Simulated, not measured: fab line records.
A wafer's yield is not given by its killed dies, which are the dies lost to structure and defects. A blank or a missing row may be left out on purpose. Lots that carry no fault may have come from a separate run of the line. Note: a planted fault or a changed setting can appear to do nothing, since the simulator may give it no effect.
Matching of chambers	flow nandHarc	NHARC_A_CONTACT_DEP_29 on pecvd-03: 3 sister chambers
The step deposits SiON, target thk 70 nm. 6 wafers are shown with their chamber, then 12 later ones without.

## EACH WAFER AND ITS CHAMBER
wafer	chamber	heaterPowerW (W)
L091.3	2	809
L091.4	2	815
L091.5	0	688
L091.1	1	850
L091.2	0	684
L091.6	1	846

## WAFERS WITH NO CHAMBER GIVEN
wafer	heaterPowerW (W)
L090.1	767
L090.4	673
L090.5	779
L095.1	775
L095.3	866
L095.5	736
L096.1	747
L096.3	802
L096.6	820
L096.2	830
L096.4	814
L096.5	741

## THE CHAMBER EACH PASSED THROUGH
wafer	from the rows above	in truth
L090.1	2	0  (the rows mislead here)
L090.4	0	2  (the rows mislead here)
L090.5	2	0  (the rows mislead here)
L095.1	2	2
L095.3	1	1
L095.5	0	0
L096.1	can't be placed: 0 or 2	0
L096.3	2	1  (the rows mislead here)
L096.6	2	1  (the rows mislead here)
L096.2	can't be placed: 1 or 2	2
L096.4	2	2
L096.5	0	0
Correctly placed: 5 of 12. Not placeable from these rows: 2 (in 2, the candidates include the true chamber). Number placed wrongly: 5.
How it was worked out, from the rows above alone: a wafer's distance from a chamber is the root of the sum, over the readings, of the square of ((its reading less the chamber's mean) divided by the reading's scatter). If the next closest chamber is less than 2 further off than the closest, the wafer can't be placed; otherwise it belongs to the closest. For every chamber, the mean is computed from those of its wafers that are shown. How the scatter is found: for the shown wafers, subtract from each reading the mean of its chamber, square and add these, divide the total by (wafers less chambers), then take the root.
